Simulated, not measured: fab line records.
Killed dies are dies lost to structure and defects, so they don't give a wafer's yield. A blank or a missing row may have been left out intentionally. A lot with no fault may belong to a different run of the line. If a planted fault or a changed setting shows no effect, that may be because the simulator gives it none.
Chamber matching ; flow nand_harc ; NHARC_A_CHANNEL_FILL_D2_ALD_14 on ald_hk-04 has 4 sister chambers
The step deposits SiO2, target thk 2.5 nm, pulse time 10 s, ald cycles 25. 22 wafers are shown with their chamber, then 11 later ones without.

WAFERS, EACH WITH ITS CHAMBER
wafer;chamber;heater_power_w (W);precursor_pulse_height_rel
L076.1;2;477;0.994
L076.4;0;466;0.982
L076.5;0;458;0.968
L079.1;0;472;1.003
L079.3;3;536;1.038
L079.6;2;471;1.022
L080.1;1;452;0.966
L080.4;3;539;0.975
L080.6;0;477;1.001
L082.3;0;471;1.002
L082.4;3;548;1.009
L082.6;0;465;0.996
L082.1;2;466;0.976
L082.2;1;439;0.996
L082.5;1;441;1.020
L085.1;1;448;0.969
L085.2;3;539;1.025
L085.3;2;474;1.012
L090.1;3;600;1.033
L090.5;3;570;1.004
L090.6;2;464;0.988
L093.3;2;468;1.031

SIGNATURES, as means of the wafers listed above
reading;chamber 0;chamber 1;chamber 2;chamber 3;scatter within a chamber
heater_power_w;468.17;445.00;470.00;555.33;14.2
precursor_pulse_height_rel;0.99200;0.98775;1.00383;1.01400;0.0209
Rule: distance of a wafer from a chamber = root of the sum over the readings of ((wafer's reading minus chamber's mean) / reading's scatter) squared. The wafer belongs to the nearest chamber; if the next one is less than 2 further off, it can't be placed. The scatter: take each reading less its chamber's mean, square it, sum over the shown wafers, divide by the number of wafers less the number of chambers, and take the root.

WAFERS WHOSE CHAMBER IS MISSING
wafer;heater_power_w (W);precursor_pulse_height_rel
L093.4;481;0.982
L093.6;466;1.013
L093.1;452;1.053
L093.2;575;0.976
L093.5;447;1.019
L092.4;491;1.022
L092.5;434;1.001
L092.6;473;0.980
L096.2;452;0.964
L096.4;481;1.030
L096.5;453;1.027

CHAMBER TAKEN BY EACH
wafer;from the rows above;in truth
L093.4;can't be placed: 0 or 2 or 1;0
L093.6;can't be placed: 2 or 0 or 1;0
L093.1;can't be placed: 2 or 0 or 1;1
L093.2;3;3
L093.5;can't be placed: 1 or 2 or 0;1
L092.4;can't be placed: 2 or 0 or 1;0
L092.5;can't be placed: 1 or 0 or 2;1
L092.6;can't be placed: 0 or 2 or 1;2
L096.2;can't be placed: 1 or 0 or 2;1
L096.4;can't be placed: 2 or 0 or 1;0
L096.5;can't be placed: 2 or 1 or 0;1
Correctly placed: 1 of 11. Can't be placed from these rows: 10 (the true chamber is among the candidates in 10). Placed wrongly: 0.
